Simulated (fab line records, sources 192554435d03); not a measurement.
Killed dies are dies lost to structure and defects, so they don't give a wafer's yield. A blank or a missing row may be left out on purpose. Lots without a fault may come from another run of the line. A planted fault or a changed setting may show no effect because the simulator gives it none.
fab line records | flow n5_finfet
record lots=4 wafers=12 last_day=17
route steps=1938 shown BEOL_M3@931 BEOL_M4@1111 PASSIVATION@1936
lots that met no fault: from a run of the same line without faults
start_h: hours from the record's first day to the start of the lot's first wafer shown | wait_h: hours since the lot's step before | " the same as in the row above | L1.1+2: a row that stands for several wafers | - no value, or no start given | * or withheld: withheld | < > ~ a bound
route shown NAME@n: a module of which the file shows steps, and the number in the route of the first | usual: mean/standard deviation of fault-free wafers | same: alike in all rows | chamber/n: place in a boat | sites: the reading at each site | _std_site: their standard deviation | _edge_site: outer sites' mean less inner sites' | radius_mm: how far each site lies from the wafer's centre | mask NAME#n: copy n | behind: the tool/chamber that last shaped the wafer | hold: why the lot was held/for how many hours/how that ended | device: the transistor (n, p or np) that didn't switch | end of line: the same wafers' tests at the end of the route | a step without rows: its recipe alone | killed: dies lost to structure and defects at the first sort, not the wafer's yield | map: a wafer's dies, x killed, . not, _ none there
set.NAME: the setting as run; set.NAME@STEP: as run at that earlier step | model.NAME: the simulator's own value behind a step, which no gauge read
lots at some steps of the route; a table a step, a row a wafer
services: from which hour (start_h, from the record's first day; less than 0 if before it) a tool's chamber was out of use, for how many hours, and why
## steps
# step N5_BEOL_M3_ILD_DEP_00
# recipe material=SiOC target_thk_a=790 temp_c=350 precursor=DEMS/O2 pressure_torr=5 rf_w=500 time_s=15.3
# step N5_BEOL_M3_PECVD_72
# recipe material=SiO2 target_thk_a=160 temp_c=400 precursor=TEOS/O2 pressure_torr=5.5 rf_w=450 teos_flow_sccm=53.8 gas=O2 flow_sccm=3000 time_s=18
# step N5_BEOL_M3_HM_DEP_02
# recipe material=TiN target_thk_a=200 temp_c=25 chamber_pressure_pa=0.49996
# step N5_BEOL_M3_COAT_61
# recipe resist=SOC temp_c=250 time_s=60 spin_rpm=1500 resist_thk_nm=60
# step N5_BEOL_M3_COAT_62
# recipe resist=SiARC temp_c=220 time_s=60 spin_rpm=1500 resist_thk_nm=12
# step N5_BEOL_M3_COAT_73
# recipe resist=underlayer temp_c=205 time_s=60 spin_rpm=1500 resist_thk_nm=5
# step N5_BEOL_M3_COAT_05
# recipe resist=CAR-EUV spin_rpm=1500 resist_thk_nm=30
# step N5_BEOL_M3_EBR_07
# recipe solvent=PGMEA ebr_width_mm=1.5
# step N5_BEOL_M3_SOFTBAKE_06
# recipe temp_c=110 time_s=60 resist=CAR-EUV
# step N5_BEOL_M3_EXPOSE_08
# recipe mask_id=M3 na=0.33 source_shape=dipole sigma_inner=0.369 sigma_outer=0.767 polarization=unpolarized dose_mj=33
# usual exposure_dose_mJ_cm2=32.95/0.043
# columns lot.wafer tool chamber start_h wait_h mask exposure_dose_mJ_cm2
L815.3 euv_scanner-01 0 173.14 - M3#0 32.97
L815.5 " 0 " " M3#0 33.05
L815.6 " 0 " " M3#0 33.00
L816.1 euv_scanner-01 0 175.99 - M3#0 28.19
L816.4 " 0 " " M3#0 28.17
L816.6 " 0 " " M3#0 28.20
L817.2 euv_scanner-01 0 179.10 - M3#0 29.05
L817.3 " 0 " " M3#0 29.03
L817.4 " 0 " " M3#0 29.06
L833.3 euv_scanner-02 0 273.92 - M3#0 32.99
L833.4 " 0 " " M3#0 32.93
L833.5 " 0 " " M3#0 32.98
# step N5_BEOL_M3_PEB_09
# recipe peb_temp_c=100 peb_time_s=60 resist=CAR-EUV
# step N5_BEOL_M3_DEVELOP_10
# recipe develop_time_s=30 developer=TMAH resist=CAR-EUV rinse_liquid=surfactant_rinse dry=air_spin dev_temp_c=23
# step N5_BEOL_M3_CD_MEAS_11
# recipe target_cd_nm=17.05 landing_energy_ev=500 detector=se_inlens polarity=opening
# usual cd_nm=16.96/0.24
# columns lot.wafer tool chamber start_h wait_h cd_nm
L815.3 cd_sem-01 0 173.26 - 16.84
L815.5 " 0 " " 17.20
L815.6 " 0 " " 17.16
L816.1 cd_sem-01 0 176.12 - 13.55
L816.4 " 0 " " 13.52
L816.6 " 0 " " 13.16
L817.2 cd_sem-03 0 179.22 - 14.20
L817.3 " 0 " " 14.35
L817.4 " 0 " " 14.30
L833.3 cd_sem-03 0 274.04 - 17.00
L833.4 " 0 " " 17.19
L833.5 " 0 " " 17.04
# step N5_BEOL_M3_DESCUM_16
# recipe chemistry=O2 time_s=7 source_power_w=50 bias_power_w=20 pressure_mtorr=20 rf_frequency_hz=2.712e+07 temp_c=40 resist=CAR-EUV o2_flow_sccm=225
# step N5_BEOL_M3_ETCH_74
# recipe chemistry=N2/H2 target=underlayer target_depth_a=65 mask_material=CAR-EUV time_s=5.2 ion_energy_ev=200 pressure_mtorr=30 source_w=840 bias_w=150 n2_flow_sccm=200 h2_flow_sccm=200 ends=cleared
# usual chamber_pressure_mTorr=30.00/0.041 drypump_motor_current_A=5.6/0.51 etch_rf_on_time_s=5.19/0.12 h2_flow_sccm=200.0/0.55 oes_product_au=0.66/0.083 rf_vpp_V=523.1/2.8 showerhead_plenum_p_Torr=2.51/0.091 throttle_valve_pct=17.8/0.35
# columns lot.wafer tool chamber start_h wait_h chamber_pressure_mTorr drypump_motor_current_A etch_rf_on_time_s h2_flow_sccm oes_product_au rf_hours_counter_h rf_vpp_V showerhead_plenum_p_Torr throttle_valve_pct model.BEOL_M3.cd_offset_nm
L815.3 rie_diel-05 1 173.41 0.0 30.03 5.8 5.53 200.3 0.57 235 518.2 2.42 18.1 0
L815.5 " 1 " " 30.02 5.8 5.54 199.8 0.59 - 517.7 2.42 18.1 -0.2
L815.6 " 2 " " 30.03 5.7 5.17 200.0 0.57 - 525.3 2.60 17.4 0
L816.1 rie_diel-03 0 176.27 0.0 29.94 5.7 5.07 200.0 0.60 243 520.3 2.49 18.1 -3.6
L816.4 " 2 " " 29.96 6.6 5.20 200.1 0.66 - 526.7 2.63 17.6 -3.8
L816.6 " 0 " " 29.99 5.7 5.13 199.8 0.59 - 522.0 2.49 18.1 -3.6
L817.2 rie_diel-05 3 179.82 0.0 30.00 5.0 5.16 198.9 0.57 250 521.2 2.49 17.6 -3
L817.3 " 2 " " 30.08 5.7 5.23 199.7 0.57 237 525.1 2.60 17.4 -2.8
L817.4 " 1 " " 29.95 5.8 5.54 199.4 0.59 238 520.9 2.42 18.1 -2.8
L833.3 rie_diel-05 1 274.24 0.0 30.10 5.8 5.37 199.8 0.79 11 527.1 2.73 17.7 -0.2
L833.4 " 3 " " 30.07 5.0 5.08 199.8 0.79 24 523.1 2.48 17.2 -0.2
L833.5 " 1 " " 30.06 5.8 5.37 199.6 0.81 - 529.7 2.73 17.7 -0.2
# step N5_BEOL_M3_ETCH_63
# recipe chemistry=CF4 target=SiARC target_depth_a=156 mask_material=CAR-EUV time_s=26 ion_energy_ev=80 pressure_mtorr=40 source_w=545 bias_w=36 Ar_flow_sccm=100 cf4_flow_sccm=100 ends=cleared
# step N5_BEOL_M3_ETCH_64
# recipe chemistry=N2/H2 target=SOC target_depth_a=750 overetch_a=150 mask_material=SiARC temp_c=40 time_s=112.5 ion_energy_ev=200 pressure_mtorr=30 source_w=840 bias_w=150 n2_flow_sccm=200 h2_flow_sccm=200
# step N5_BEOL_M3_STRIP_65
# recipe chemistry=N2/H2 temp_c=40 n2_flow_sccm=200 h2_flow_sccm=200 rf_frequency_hz=6e+07
# step N5_BEOL_M3_STRIP_75
# recipe chemistry=N2/H2 temp_c=40 n2_flow_sccm=200 h2_flow_sccm=200 rf_frequency_hz=6e+07
# step N5_BEOL_M3_STRIP_66
# recipe chemistry=CF4 resist=SiARC power_w=300 bias_power_w=75 pressure_mtorr=50 cf4_flow_sccm=150 rf_frequency_hz=6e+07
# step N5_BEOL_M3_HM_OPEN_17
# recipe chemistry=Cl2/BCl3 target_depth_a=200 overetch_a=60 target=TiN mask_material=SOC ion_energy_ev=150 pressure_mtorr=10 icp_w=1000 bias_w=126 Cl2_flow_sccm=53.25 bcl3_flow_sccm=21.75 Ar_flow_sccm=25
# usual chamber_pressure_mTorr=10.001/0.0092 drypump_motor_current_A=5.58/0.17 he_backside_leak_sccm=3.3/0.34 oes_product_au=0.60/0.085 throttle_valve_pct=22.27/0.19
# columns lot.wafer tool chamber start_h wait_h chamber_pressure_mTorr drypump_motor_current_A he_backside_leak_sccm oes_product_au rf_hours_counter_h throttle_valve_pct model.BEOL_M3.cd_offset_nm
L815.3 rie_metal-01 0 173.66 0.1 10.007 5.28 3.0 0.69 - 22.04 -0.2
L815.5 " 0 " " 9.994 5.30 3.2 0.68 - 22.07 -0.4
L815.6 " 1 " " 9.993 5.67 3.5 0.59 - 22.05 0.2
L816.1 rie_metal-03 1 176.49 0.0 10.001 5.61 3.3 0.53 116 22.28 -3.4
L816.4 " 1 " " 10.003 5.59 3.3 0.53 - 22.27 -4
L816.6 " 1 " " 9.987 5.59 3.2 0.53 - 22.26 -3.6
L817.2 rie_metal-01 1 180.04 0.0 10.015 5.68 3.2 0.60 73 22.04 -3
L817.3 " 0 " " 10.011 5.32 3.1 0.68 - 22.06 -2.6
L817.4 " 1 " " 10.003 5.68 3.4 0.60 - 22.03 -2.8
L833.3 rie_metal-01 1 274.48 0.1 10.005 5.67 3.5 0.57 - 22.06 -0.2
L833.4 " 0 " " 10.008 5.34 3.1 0.66 - 22.08 0
L833.5 " 0 " " 9.997 5.35 3.2 0.67 - 22.06 0
# step N5_BEOL_M3_STRIP_19
# recipe chemistry=O2 power_w=400 temp_c=40 pressure_mtorr=30 rf_frequency_hz=6e+07 bias_power_w=0 overash_fraction=0.2 o2_flow_sccm=225
# step N5_BEOL_M3_CD_MEAS_18
# recipe pitch_nm=36 target_cd_nm=18
# usual cd_nm=17.9/0.36
# columns lot.wafer tool chamber start_h wait_h cd_nm
L815.3 cd_sem-01 - 173.81 0.1 17.6
L815.5 " - " " 17.6
L815.6 " - " " 18.2
L816.1 cd_sem-03 - 176.77 0.0 14.5
L816.4 " - " " 14.5
L816.6 " - " " 14.4
L817.2 cd_sem-03 - 180.22 0.1 15.0
L817.3 " - " " 15.3
L817.4 " - " " 15.6
L833.3 cd_sem-02 - 274.64 0.1 17.9
L833.4 " - " " 18.1
L833.5 " - " " 18.2
# step N5_BEOL_M3_COAT_67
# recipe resist=SOC temp_c=250 time_s=60 spin_rpm=1500 resist_thk_nm=60
# step N5_BEOL_M4_RC_MEAS_101
# usual DIBL_N=36.1/1.5 DIBL_P=36.1/1.9 IOFF_N=0.159/0.029 IOFF_P=0.21/0.038 ION_N=675/11 ION_P=464/8.1 SS_N=71.5/0.57 SS_P=73.3/0.64 VT_N=249/3.1 VT_P=-250/3.8
# columns lot.wafer tool chamber start_h wait_h DIBL_N[mV/V] DIBL_P[mV/V] IOFF_N[nA/um] IOFF_P[nA/um] ION_N[uA/um] ION_P[uA/um] SS_N[mV/dec] SS_P[mV/dec] VT_N[mV] VT_P[mV]
L815.3 prober-02 0 193.20 0.4 33.5 33.5 0.125 0.17 664 457 71.5 72.7 251 -256
L815.5 " 0 " " 35.7 34.8 0.148 0.19 676 462 71.3 73.4 252 -253
L815.6 " 0 " " 32.4 32.2 0.111 0.16 666 458 70.1 72.4 253 -253
L833.3 prober-02 0 306.34 0.3 36.7 36.3 0.176 0.27 684 475 70.9 73.5 246 -244
L833.4 " 0 " " 35.1 35.1 0.153 0.27 675 482 70.9 73.0 249 -242
L833.5 " 0 " " 37.2 36.5 0.166 0.28 673 471 72.3 73.6 251 -243
# step N5_PASSIVATION_PROBE_49
# usual defect_limited_yield=91.5/1.6 killed_at_M0_to_M3=33/10 killed_at_M4_up=13/5.6 killed_at_contacts=13/6 killed_at_front_end=39/12 killed_at_other=3.0/2.8 killed_dies=101/19 killed_on_rim=13/4 killed_open=65/13 killed_short=32/8.3 sort_bin_5_function=5.0/1 sort_bin_6_memory=3.1/0.69 sort_n_pass=1079/19 sort_yield_pct=91.5/1.6
# same gross_dies=1180 killed_at_back_side=0 sort_bin_4_leakage[%]=0 sort_bin_8_speed[%]=0
# columns lot.wafer tool chamber start_h wait_h defect_limited_yield[%] killed_at_M0_to_M3 killed_at_M4_up killed_at_contacts killed_at_front_end killed_at_other killed_dies killed_on_rim killed_open killed_short sort_bin_5_function[%] sort_bin_6_memory[%] sort_n_pass sort_yield_pct[%]
L815.3 prober-02 - 286.95 0.1 90.7 46 12 21 26 5 110 11 73 35 5.4 3.6 1070 90.7
L815.5 prober-02 - 287.05 0.2 90.2 49 7 12 40 8 116 17 75 37 6.0 3.5 1064 90.2
L815.6 prober-02 - 287.10 0.3 90.8 49 17 6 31 5 108 29 69 37 5.1 3.9 1072 90.8
L816.1 prober-01 - 308.30 0.0 0 1131 12 12 22 3 1180 152 59 26 3.8 3.3 0 0
L816.4 prober-01 - 308.45 0.2 0 1068 21 22 68 1 1180 152 110 43 8.3 4.6 0 0
L816.6 prober-01 - 308.55 0.3 0 1113 22 11 30 4 1180 152 72 28 5.3 3.2 0 0
L817.2 prober-01 - 311.50 0.1 0 1098 9 9 60 4 1180 152 46 49 4.3 3.5 0 0
L817.3 prober-01 - 311.55 0.1 0 1109 7 13 48 3 1180 152 60 34 4.7 3.1 0 0
L817.4 prober-01 - 311.60 0.2 0 1104 9 11 48 8 1180 152 84 36 5.8 4.2 0 0
# killed by level:class
L815.3 MOL_CONTACT_COAG:geometric_particle:open=17 BEOL_M0_SAQP:geometric_particle:short=17 BEOL_M2:geometric_particle:open=12 BEOL_M0_SAQP:geometric_particle:open=9 BEOL_M4:geometric_particle:open=9 FIN_SAQP:geometric_particle:open=5 STI_FIN_REVEAL:geometric_particle:open=5 FIN_SAQP:geometric_particle:short=3
L815.5 BEOL_M1:geometric_particle:open=16 BEOL_M3:geometric_particle:open=10 MOL_CONTACT_COAG:geometric_particle:open=9 DUMMY_GATE:geometric_particle:open=8 STI_FIN_REVEAL:geometric_particle:open=7 BEOL_M0_SAQP:geometric_particle:short=6 FIN_SAQP:geometric_particle:short=5 BEOL_M0_SAQP:geometric_particle:open=5
L815.6 BEOL_M0_SAQP:geometric_particle:short=13 BEOL_M0_SAQP:geometric_particle:open=13 BEOL_M2:geometric_particle:open=7 STI_FIN_REVEAL:geometric_particle:open=6 BEOL_M1:geometric_particle:open=6 MOL_CONTACT_COAG:geometric_particle:open=5 BEOL_M4:geometric_particle:open=5 FIN_SAQP:geometric_particle:short=4
L816.1 BEOL_M3:area_expose=1093 BEOL_M2:geometric_particle:open=12 BEOL_M1:geometric_particle:open=8 MOL_CONTACT_COAG:geometric_particle:open=8 BEOL_M3:geometric_particle:open=6 FIN_SAQP:geometric_particle:open=5 BEOL_M3:geometric_particle:short=5 ILD0:geometric_particle:open=4
L816.4 BEOL_M3:area_expose=1023 FIN_SAQP:geometric_particle:open=19 MOL_CONTACT_COAG:geometric_particle:open=13 BEOL_M4:geometric_particle:open=10 STI_FIN_REVEAL:geometric_particle:open=9 MOL_CONTACT_COAG:geometric_particle:short=9 BEOL_M0_SAQP:geometric_particle:open=9 DUMMY_GATE:geometric_particle:open=8
L816.6 BEOL_M3:area_expose=1078 MOL_CONTACT_COAG:geometric_particle:open=11 FIN_SAQP:geometric_particle:open=10 BEOL_M2:geometric_particle:open=8 BEOL_M4:geometric_particle:open=7 FIN_SAQP:geometric_particle:short=6 BEOL_M1:geometric_particle:open=6 BEOL_M0_SAQP:geometric_particle:open=6
L817.2 BEOL_M3:area_expose=1077 GATE_CUT:geometric_particle:short=14 FIN_SAQP:geometric_particle:open=10 STI_FIN_REVEAL:geometric_particle:open=9 FIN_SAQP:geometric_particle:short=8 MOL_CONTACT_COAG:geometric_particle:open=7 HKMG_FIN:area_etch=7 BEOL_M3:geometric_particle:open=5
L817.3 BEOL_M3:area_expose=1079 FIN_SAQP:geometric_particle:open=13 MOL_CONTACT_COAG:geometric_particle:open=9 GATE_CUT:geometric_particle:short=8 BEOL_M3:geometric_particle:open=8 FIN_SAQP:geometric_particle:short=5 DUMMY_GATE:geometric_particle:open=5 BEOL_M0_SAQP:geometric_particle:open=5
L817.4 BEOL_M3:area_expose=1059 BEOL_M3:geometric_particle:open=14 FIN_SAQP:geometric_particle:open=13 STI_FIN_REVEAL:geometric_particle:open=9 MOL_CONTACT_COAG:geometric_particle:open=9 BEOL_M0_SAQP:geometric_particle:open=9 BEOL_M2:geometric_particle:open=8 GATE_CUT:geometric_particle:short=7
# map L816.1 (x killed, . not)
_________________xxxxxxxxxxxx________________
______________xxxxxxxxxxxxxxxxxx_____________
___________xxxxxxxxxxxxxxxxxxxxxxxx__________
__________xxxxxxxxxxxxxxxxxxxxxxxxxx_________
________xxxxxxxxxxxxxxxxxxxxxxxxxxxxxx_______
_______xxxxxxxxxxxxxxxxxxxxxxxxxxxxxxxx______
______xxxxxxxxxxxxxxxxxxxxxxxxxxxxxxxxxx_____
_____xxxxxxxxxxxxxxxxxxxxxxxxxxxxxxxxxxxx____
____xxxxxxxxxxxxxxxxxxxxxxxxxxxxxxxxxxxxxx___
___xxxxxxxxxxxxxxxxxxxxxxxxxxxxxxxxxxxxxxxx__
___xxxxxxxxxxxxxxxxxxxxxxxxxxxxxxxxxxxxxxxx__
__xxxxxxxxxxxxxxxxxxxxxxxxxxxxxxxxxxxxxxxxxx_
__xxxxxxxxxxxxxxxxxxxxxxxxxxxxxxxxxxxxxxxxxx_
_xxxxxxxxxxxxxxxxxxxxxxxxxxxxxxxxxxxxxxxxxxxx
_xxxxxxxxxxxxxxxxxxxxxxxxxxxxxxxxxxxxxxxxxxxx
_xxxxxxxxxxxxxxxxxxxxxxxxxxxxxxxxxxxxxxxxxxxx
_xxxxxxxxxxxxxxxxxxxxxxxxxxxxxxxxxxxxxxxxxxxx
_xxxxxxxxxxxxxxxxxxxxxxxxxxxxxxxxxxxxxxxxxxxx
_xxxxxxxxxxxxxxxxxxxxxxxxxxxxxxxxxxxxxxxxxxxx
_xxxxxxxxxxxxxxxxxxxxxxxxxxxxxxxxxxxxxxxxxxxx
_xxxxxxxxxxxxxxxxxxxxxxxxxxxxxxxxxxxxxxxxxxxx
__xxxxxxxxxxxxxxxxxxxxxxxxxxxxxxxxxxxxxxxxxx_
__xxxxxxxxxxxxxxxxxxxxxxxxxxxxxxxxxxxxxxxxxx_
___xxxxxxxxxxxxxxxxxxxxxxxxxxxxxxxxxxxxxxxx__
___xxxxxxxxxxxxxxxxxxxxxxxxxxxxxxxxxxxxxxxx__
____xxxxxxxxxxxxxxxxxxxxxxxxxxxxxxxxxxxxxx___
_____xxxxxxxxxxxxxxxxxxxxxxxxxxxxxxxxxxxx____
______xxxxxxxxxxxxxxxxxxxxxxxxxxxxxxxxxx_____
_______xxxxxxxxxxxxxxxxxxxxxxxxxxxxxxxx______
________xxxxxxxxxxxxxxxxxxxxxxxxxxxxxx_______
__________xxxxxxxxxxxxxxxxxxxxxxxxxx_________
___________xxxxxxxxxxxxxxxxxxxxxxxx__________
______________xxxxxxxxxxxxxxxxxx_____________
_________________xxxxxxxxxxxx________________
# map L817.2 (x killed, . not)
_________________xxxxxxxxxxxx________________
______________xxxxxxxxxxxxxxxxxx_____________
___________xxxxxxxxxxxxxxxxxxxxxxxx__________
__________xxxxxxxxxxxxxxxxxxxxxxxxxx_________
________xxxxxxxxxxxxxxxxxxxxxxxxxxxxxx_______
_______xxxxxxxxxxxxxxxxxxxxxxxxxxxxxxxx______
______xxxxxxxxxxxxxxxxxxxxxxxxxxxxxxxxxx_____
_____xxxxxxxxxxxxxxxxxxxxxxxxxxxxxxxxxxxx____
____xxxxxxxxxxxxxxxxxxxxxxxxxxxxxxxxxxxxxx___
___xxxxxxxxxxxxxxxxxxxxxxxxxxxxxxxxxxxxxxxx__
___xxxxxxxxxxxxxxxxxxxxxxxxxxxxxxxxxxxxxxxx__
__xxxxxxxxxxxxxxxxxxxxxxxxxxxxxxxxxxxxxxxxxx_
__xxxxxxxxxxxxxxxxxxxxxxxxxxxxxxxxxxxxxxxxxx_
_xxxxxxxxxxxxxxxxxxxxxxxxxxxxxxxxxxxxxxxxxxxx
_xxxxxxxxxxxxxxxxxxxxxxxxxxxxxxxxxxxxxxxxxxxx
_xxxxxxxxxxxxxxxxxxxxxxxxxxxxxxxxxxxxxxxxxxxx
_xxxxxxxxxxxxxxxxxxxxxxxxxxxxxxxxxxxxxxxxxxxx
_xxxxxxxxxxxxxxxxxxxxxxxxxxxxxxxxxxxxxxxxxxxx
_xxxxxxxxxxxxxxxxxxxxxxxxxxxxxxxxxxxxxxxxxxxx
_xxxxxxxxxxxxxxxxxxxxxxxxxxxxxxxxxxxxxxxxxxxx
_xxxxxxxxxxxxxxxxxxxxxxxxxxxxxxxxxxxxxxxxxxxx
__xxxxxxxxxxxxxxxxxxxxxxxxxxxxxxxxxxxxxxxxxx_
__xxxxxxxxxxxxxxxxxxxxxxxxxxxxxxxxxxxxxxxxxx_
___xxxxxxxxxxxxxxxxxxxxxxxxxxxxxxxxxxxxxxxx__
___xxxxxxxxxxxxxxxxxxxxxxxxxxxxxxxxxxxxxxxx__
____xxxxxxxxxxxxxxxxxxxxxxxxxxxxxxxxxxxxxx___
_____xxxxxxxxxxxxxxxxxxxxxxxxxxxxxxxxxxxx____
______xxxxxxxxxxxxxxxxxxxxxxxxxxxxxxxxxx_____
_______xxxxxxxxxxxxxxxxxxxxxxxxxxxxxxxx______
________xxxxxxxxxxxxxxxxxxxxxxxxxxxxxx_______
__________xxxxxxxxxxxxxxxxxxxxxxxxxx_________
___________xxxxxxxxxxxxxxxxxxxxxxxx__________
______________xxxxxxxxxxxxxxxxxx_____________
_________________xxxxxxxxxxxx________________
## services
# columns tool chamber start_h hours kind
euv_scanner-01 - 153.09 1.0 pm
rie_metal-03 0 161.49 16.5 repair
rie_diel-05 3 180.01 - clean
rie_diel-05 3 180.01 - consumable_replace:focus_ring
rie_diel-05 3 180.01 23.3 scheduled_down
rie_diel-05 3 180.01 23.3 vent_cycle
euv_scanner-02 - 181.43 1.0 pm
euv_scanner-02 - 185.99 1.1 repair
euv_scanner-01 0 195.21 - calibration
euv_scanner-01 - 209.24 1.0 pm
rie_diel-05 1 212.43 - clean
rie_diel-05 1 212.43 - consumable_replace:focus_ring
rie_diel-05 1 212.43 - consumable_replace:showerhead
rie_diel-05 1 212.43 30.8 scheduled_down
rie_diel-05 1 212.43 30.8 vent_cycle
euv_scanner-01 - 225.28 4.6 pm
euv_scanner-01 - 231.23 1.8 repair
euv_scanner-01 - 233.45 2.0 repair
euv_scanner-02 - 236.51 0.1 repair
euv_scanner-02 - 237.58 1.0 pm
rie_diel-05 2 243.42 - clean
euv_scanner-02 - 247.72 4.6 pm
euv_scanner-02 - 256.36 0.5 repair
euv_scanner-01 - 265.39 1.0 pm
## key
first_sign step=N5_BEOL_M3_EXPOSE_08 reading=exposure_dose_mJ_cm2 direction=down sigmas=99+ usual=32.95 struck=28.62
effect step=N5_BEOL_M3_CD_MEAS_11 reading=cd_nm direction=down sigmas=13 usual=16.96 struck=13.85 through=control_loop
effect step=N5_BEOL_M3_CD_MEAS_18 reading=cd_nm direction=down sigmas=8.5 usual=17.9 struck=14.9 through=control_loop
effect step=N5_PASSIVATION_PROBE_49 reading=killed_at_M0_to_M3 direction=up sigmas=99+ usual=33 struck=1104
model_effect step=N5_BEOL_M3_ETCH_74 value=BEOL_M3.cd_offset_nm without=-0.1 struck=-3.267
model_effect step=N5_BEOL_M3_HM_OPEN_17 value=BEOL_M3.cd_offset_nm without=0.03333 struck=-3.233
more_kills_born_at N5_BEOL_M3_EXPOSE_08@euv_scanner-01=6409
met_at N5_BEOL_M3_EXPOSE_08
struck_wafers L816.1,L816.4,L816.6,L817.2,L817.3,L817.4
later_rows_left_out L816.1,L816.4,L816.6,L817.2,L817.3,L817.4
loop_trim step=N5_BEOL_M3_EXPOSE_08 setting=dose lots=L817
onset_between 173.14 175.99
fault kind=process_parameter_drift tool=euv_scanner-01 chamber=- onset_h=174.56 steps=N5_BEOL_M3_EXPOSE_08 channel=dose_mj offset=-4.8423 shape=step acts_in=these_recipes_only stated=33
# later_rows_left_out: the simulator's readings of these wafers behind a module that went badly wrong aren't trusted and aren't shown, but for the sort
# loop_trim: a control loop set the setting to another value than it would have without faults
